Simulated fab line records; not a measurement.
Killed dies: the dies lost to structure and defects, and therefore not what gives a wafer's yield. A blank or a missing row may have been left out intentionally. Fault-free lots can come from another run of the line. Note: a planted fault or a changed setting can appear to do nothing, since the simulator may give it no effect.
Problem report in the 8D (eight disciplines) form, filled by code | flow n5Finfet | the parts of the form that need people (team, actions taken, sign-off) are left out

== 1. THE ISSUE ==
Wafers without a fault read 59.1 nm, standard deviation 1.2; thkNm at N5_SD_EPI_N_EPI_MEAS_23 reads a mean of 64.8 nm on 2 wafers belonging to 2 lots. Relative to the usual mean, that is a shift of +4.8 standard deviations.
Seen first at day 4 18:40 on filmMetro-01, wafer L523.1. Wafers with a number at this step in the record: 29, from 10 lots. By rule, "out" or "out of limits" means more than 4 standard deviations away from the usual mean. The rest of the wafers with a number are treated as sound.

== 2. WHAT IT IS AND WHAT IT IS NOT ==
question                    | is                         | is not
which readings at this step | thkNm                      | -
which lots                  | L523, L525                 | L518, L519, L521, L524, L536, L537, L538, L540
which wafers of those lots  | L523.1, L525.1             | L523.3, L523.5, L525.6
read on which gauges        | filmMetro-01, filmMetro-02 | -
when                        | from day 4 18:40           | up to then (11 sound wafers); but 16 sound wafers of L524, L525, L536, L537, L538, L540 came after

== 3. SUSPECTS, AND WHAT RULES EACH OUT ==
Counting: if a tool at a process step up to the reading ran every lot that is out, it stays a suspect. Sound lots after the first of them don't rule it out here, since some wafers of a struck lot are sound.
- the gauge at N5_SD_EPI_N_EPI_MEAS_23 is ruled out. 2 gauges (filmMetro-01, filmMetro-02) read the wafers that are out.
- epiRpcvd-01 at N5_SD_EPI_N_EPI_21 (deposits Si:P, time 690 s): kept. It ran every lot that is out, first L523 (day 4 16:57); its last sound lot up to then is L521 (day 4 05:29).
After counting, what remains is epiRpcvd-01 at N5_SD_EPI_N_EPI_21.

== 4. THE CAUSE (what the simulator had put in) ==
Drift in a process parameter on epiRpcvd-01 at N5_SD_EPI_N_EPI_21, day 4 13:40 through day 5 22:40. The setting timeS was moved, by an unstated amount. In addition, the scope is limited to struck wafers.
The count eliminated every tool but this one.

== 5. SEQUENCE OF EFFECTS, ordered by route ==
Rows list readings where the struck wafers' mean (over those with a number) sits beyond 3 standard deviations from the usual. Only readings for which the record gives a usual standard deviation are gone through. hours: the time from each lot's start at the first step in this table that gives one to its start at this step, as a median over the lots. sigmas: the change in usual standard deviations.
hours | step                        | reading | usual        | on struck wafers | change | sigmas
0     | N5_SD_EPI_N_EPI_MEAS_23     | thkNm   | 59.1 nm      | 64.8             | +5.7   | +4.8
6     | N5_SD_ACTIVATION_RS_MEAS_03 | RS_SD_N | 21.84 ohm/sq | 20.08            | -1.76  | -6.1
123   | N5_BEOL_M4_RC_MEAS_101      | RS_SD_N | 28.3 ohm/sq  | 25.8             | -2.5   | -6.4

== 6. WHAT WOULD HAVE CAUGHT IT SOONER ==
Counted from the fault's start at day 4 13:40, it took 5 hours until the first out-of-limits reading at a measuring or inspecting step in this record, taken at day 4 18:40.
Of the lots that are out (2), L525 began N5_SD_EPI_N_EPI_21 on epiRpcvd-01 after day 4 18:40. Putting the tool on hold at that point would have spared it.
